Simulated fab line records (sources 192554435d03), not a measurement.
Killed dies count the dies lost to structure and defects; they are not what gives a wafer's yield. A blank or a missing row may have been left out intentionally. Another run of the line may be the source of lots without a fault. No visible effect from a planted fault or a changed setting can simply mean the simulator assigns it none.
Split-lot trial || flow n5-finfet || on a route of 1938 steps: 7 lots, 39 wafers read

== ABOUT THE SPLIT ==
At N5_BEOL_M15_SPUTTER_44 (material Ta, target thk 15 nm, time 24.19 s), the setting time-s was moved away from the recipe's 24.19 s on 12 of the 39 wafers read, by -18.9% to +57.1%. For the rest of the wafers, this setting stayed at what the recipe calls for.

== FROM THE SPLIT TO THE READING: what the file shows between them, 3 steps ==
- N5_BEOL_M15_SPUTTER_45: material Cu, target thk 100 nm, time 16.67 s
- N5_BEOL_M15_ECD_47: material Cu, target thk 1860 nm
- N5_BEOL_M15_ANNEAL_48: time 90 s

== THE READING ==
barrier-field-endpoint-s, in s, at N5_BEOL_M15_CMP_49 (polishes, stops on SiO2, t overpolish 4.9 s, target thk 850 nm). Typical for fault-free wafers on this fab line: 11.36 s, with standard deviation 0.27 s.

{"wafer": "L080.4", "tool, chamber at the split": "pvd-sputter-01, -", "time-s as run, s": 24.19, "against the recipe": "recipe", "barrier-field-endpoint-s, s": 11.20, "against lot-mates on the recipe": "-"}
{"wafer": "L080.1", "tool, chamber at the split": "pvd-sputter-01, -", "time-s as run, s": 20.43, "against the recipe": "-15.5%", "barrier-field-endpoint-s, s": 10.25, "against lot-mates on the recipe": -0.81}
{"wafer": "L080.3", "tool, chamber at the split": "pvd-sputter-01, -", "time-s as run, s": 24.19, "against the recipe": "recipe", "barrier-field-endpoint-s, s": 11.04, "against lot-mates on the recipe": "-"}
{"wafer": "L080.2", "tool, chamber at the split": "pvd-sputter-01, -", "time-s as run, s": 20.43, "against the recipe": "-15.5%", "barrier-field-endpoint-s, s": 10.32, "against lot-mates on the recipe": -0.74}
{"wafer": "L080.5", "tool, chamber at the split": "pvd-sputter-01, -", "time-s as run, s": 20.43, "against the recipe": "-15.5%", "barrier-field-endpoint-s, s": 10.16, "against lot-mates on the recipe": -0.90}
{"wafer": "L080.6", "tool, chamber at the split": "pvd-sputter-01, -", "time-s as run, s": 24.19, "against the recipe": "recipe", "barrier-field-endpoint-s, s": 10.94, "against lot-mates on the recipe": "-"}
{"wafer": "L081.4", "tool, chamber at the split": "pvd-sputter-03, -", "time-s as run, s": 38, "against the recipe": "+57.1%", "barrier-field-endpoint-s, s": 13.76, "against lot-mates on the recipe": "+2.85"}
{"wafer": "L081.2", "tool, chamber at the split": "pvd-sputter-03, -", "time-s as run, s": 24.19, "against the recipe": "recipe", "barrier-field-endpoint-s, s": 11.09, "against lot-mates on the recipe": "-"}
{"wafer": "L081.3", "tool, chamber at the split": "pvd-sputter-03, -", "time-s as run, s": 24.19, "against the recipe": "recipe", "barrier-field-endpoint-s, s": 10.68, "against lot-mates on the recipe": "-"}
{"wafer": "L081.1", "tool, chamber at the split": "pvd-sputter-03, -", "time-s as run, s": 38, "against the recipe": "+57.1%", "barrier-field-endpoint-s, s": 14.57, "against lot-mates on the recipe": "+3.66"}
{"wafer": "L081.5", "tool, chamber at the split": "pvd-sputter-03, -", "time-s as run, s": 38, "against the recipe": "+57.1%", "barrier-field-endpoint-s, s": 14.50, "against lot-mates on the recipe": "+3.59"}
{"wafer": "L081.6", "tool, chamber at the split": "pvd-sputter-03, -", "time-s as run, s": 24.19, "against the recipe": "recipe", "barrier-field-endpoint-s, s": 10.96, "against lot-mates on the recipe": "-"}
{"wafer": "L086.1", "tool, chamber at the split": "pvd-sputter-02, -", "time-s as run, s": 24.19, "against the recipe": "recipe", "barrier-field-endpoint-s, s": 10.94, "against lot-mates on the recipe": "-"}
{"wafer": "L086.3", "tool, chamber at the split": "pvd-sputter-02, -", "time-s as run, s": 24.19, "against the recipe": "recipe", "barrier-field-endpoint-s, s": 10.80, "against lot-mates on the recipe": "-"}
{"wafer": "L086.4", "tool, chamber at the split": "pvd-sputter-02, -", "time-s as run, s": 24.19, "against the recipe": "recipe", "barrier-field-endpoint-s, s": 11.70, "against lot-mates on the recipe": "-"}
{"wafer": "L086.2", "tool, chamber at the split": "pvd-sputter-02, -", "time-s as run, s": 24.19, "against the recipe": "recipe", "barrier-field-endpoint-s, s": 11.34, "against lot-mates on the recipe": "-"}
{"wafer": "L086.5", "tool, chamber at the split": "pvd-sputter-02, -", "time-s as run, s": 24.19, "against the recipe": "recipe", "barrier-field-endpoint-s, s": 11.38, "against lot-mates on the recipe": "-"}
{"wafer": "L086.6", "tool, chamber at the split": "pvd-sputter-02, -", "time-s as run, s": 24.19, "against the recipe": "recipe", "barrier-field-endpoint-s, s": 11.05, "against lot-mates on the recipe": "-"}
{"wafer": "L087.1", "tool, chamber at the split": "pvd-sputter-02, -", "time-s as run, s": 19.62, "against the recipe": "-18.9%", "barrier-field-endpoint-s, s": 10.01, "against lot-mates on the recipe": -1.11}
{"wafer": "L087.4", "tool, chamber at the split": "pvd-sputter-02, -", "time-s as run, s": 24.19, "against the recipe": "recipe", "barrier-field-endpoint-s, s": 11.33, "against lot-mates on the recipe": "-"}
{"wafer": "L087.3", "tool, chamber at the split": "pvd-sputter-02, -", "time-s as run, s": 24.19, "against the recipe": "recipe", "barrier-field-endpoint-s, s": 11.05, "against lot-mates on the recipe": "-"}
{"wafer": "L087.2", "tool, chamber at the split": "pvd-sputter-02, -", "time-s as run, s": 24.19, "against the recipe": "recipe", "barrier-field-endpoint-s, s": 10.98, "against lot-mates on the recipe": "-"}
{"wafer": "L087.6", "tool, chamber at the split": "pvd-sputter-02, -", "time-s as run, s": 19.62, "against the recipe": "-18.9%", "barrier-field-endpoint-s, s": 10.12, "against lot-mates on the recipe": -1.00}
{"wafer": "L087.5", "tool, chamber at the split": "pvd-sputter-02, -", "time-s as run, s": 19.62, "against the recipe": "-18.9%", "barrier-field-endpoint-s, s": 10.24, "against lot-mates on the recipe": -0.88}
{"wafer": "L093.2", "tool, chamber at the split": "pvd-sputter-01, -", "time-s as run, s": 24.19, "against the recipe": "recipe", "barrier-field-endpoint-s, s": 11.64, "against lot-mates on the recipe": "-"}
{"wafer": "L093.4", "tool, chamber at the split": "pvd-sputter-01, -", "time-s as run, s": 24.19, "against the recipe": "recipe", "barrier-field-endpoint-s, s": 11.22, "against lot-mates on the recipe": "-"}
{"wafer": "L093.6", "tool, chamber at the split": "pvd-sputter-01, -", "time-s as run, s": 24.19, "against the recipe": "recipe", "barrier-field-endpoint-s, s": 11.58, "against lot-mates on the recipe": "-"}
{"wafer": "L092.2", "tool, chamber at the split": "pvd-sputter-01, -", "time-s as run, s": 31.23, "against the recipe": "+29.1%", "barrier-field-endpoint-s, s": 12.80, "against lot-mates on the recipe": "+1.28"}
{"wafer": "L092.1", "tool, chamber at the split": "pvd-sputter-01, -", "time-s as run, s": 31.23, "against the recipe": "+29.1%", "barrier-field-endpoint-s, s": 12.93, "against lot-mates on the recipe": "+1.41"}
{"wafer": "L092.4", "tool, chamber at the split": "pvd-sputter-01, -", "time-s as run, s": 31.23, "against the recipe": "+29.1%", "barrier-field-endpoint-s, s": 12.81, "against lot-mates on the recipe": "+1.29"}
{"wafer": "L092.3", "tool, chamber at the split": "pvd-sputter-01, -", "time-s as run, s": 24.19, "against the recipe": "recipe", "barrier-field-endpoint-s, s": 11.66, "against lot-mates on the recipe": "-"}
{"wafer": "L092.6", "tool, chamber at the split": "pvd-sputter-01, -", "time-s as run, s": 24.19, "against the recipe": "recipe", "barrier-field-endpoint-s, s": 11.29, "against lot-mates on the recipe": "-"}
{"wafer": "L092.5", "tool, chamber at the split": "pvd-sputter-01, -", "time-s as run, s": 24.19, "against the recipe": "recipe", "barrier-field-endpoint-s, s": 11.61, "against lot-mates on the recipe": "-"}
{"wafer": "L097.4", "tool, chamber at the split": "pvd-sputter-01, -", "time-s as run, s": 24.19, "against the recipe": "recipe", "barrier-field-endpoint-s, s": 11.37, "against lot-mates on the recipe": "-"}
{"wafer": "L097.1", "tool, chamber at the split": "pvd-sputter-01, -", "time-s as run, s": 24.19, "against the recipe": "recipe", "barrier-field-endpoint-s, s": 11.42, "against lot-mates on the recipe": "-"}
{"wafer": "L097.2", "tool, chamber at the split": "pvd-sputter-01, -", "time-s as run, s": 24.19, "against the recipe": "recipe", "barrier-field-endpoint-s, s": 11.19, "against lot-mates on the recipe": "-"}
{"wafer": "L097.3", "tool, chamber at the split": "pvd-sputter-01, -", "time-s as run, s": 24.19, "against the recipe": "recipe", "barrier-field-endpoint-s, s": 11.27, "against lot-mates on the recipe": "-"}
{"wafer": "L097.6", "tool, chamber at the split": "pvd-sputter-01, -", "time-s as run, s": 24.19, "against the recipe": "recipe", "barrier-field-endpoint-s, s": 11.15, "against lot-mates on the recipe": "-"}
{"wafer": "L097.5", "tool, chamber at the split": "pvd-sputter-01, -", "time-s as run, s": 24.19, "against the recipe": "recipe", "barrier-field-endpoint-s, s": 11.42, "against lot-mates on the recipe": "-"}

THE FIT
A straight line over all 39 wafers: barrier-field-endpoint-s changes by +0.0549 s for each +1% of time-s; r = +0.97; the points scatter about the line by 0.26 s.
The same after taking each lot's own level away (the mean of its wafers on the recipe; 39 wafers): +0.0558 s for each +1%; r = +0.98; scatter 0.22 s.
On that fit, the largest move of time-s shifts the reading by 3.2 s.
Across the lots, their own levels run from 10.910 to 11.520 s, a range of 2.3 times the standard deviation given above.
The two slopes agree, so the slope changes little with the lot-to-lot level.
Check: for one of the wafers moved furthest among these (+57.1%), held out of the fit, the line's prediction against its lot-mates is +3.29 s. Against them it came out at +2.85 s.

== THESE WAFERS: OTHER SPLITS ==
These wafers also went through other splits before the reading. Each is held against what the fit with the lots' levels taken away leaves over:
{"other split on the same wafers": "N5_BEOL_M14_ILD_DEP_00 target-thk-a", "wafers away from the commonest value": 18, "r with barrier-field-endpoint-s (lot level and that fit taken away)": -0.24}

== THE WHOLE CHAIN: every reading that the file lists as answering this split, in the file's order ==
{"step": "N5_BEOL_M15_SPUTTER_44", "what it does": "material Ta, target thk 15 nm, time 24.19 s", "reading": "Ta_of_BEOL_M15_SPUTTER_44.thk-nm (the simulator's own value, which no gauge read)", "change (the file's fit)": "+0.149 nm for each +1% of the setting", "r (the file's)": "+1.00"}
{"step": "N5_BEOL_M15_CMP_49", "what it does": "polishes, stops on SiO2, t overpolish 4.9 s, target thk 850 nm", "reading": "barrier-field-endpoint-s", "change (the file's fit)": "+0.0557 s for each +1% of the setting", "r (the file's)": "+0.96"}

== THE FILE'S OWN FIT ==
barrier-field-endpoint-s changes by +0.0557 s for each +1% of time-s, r = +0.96.
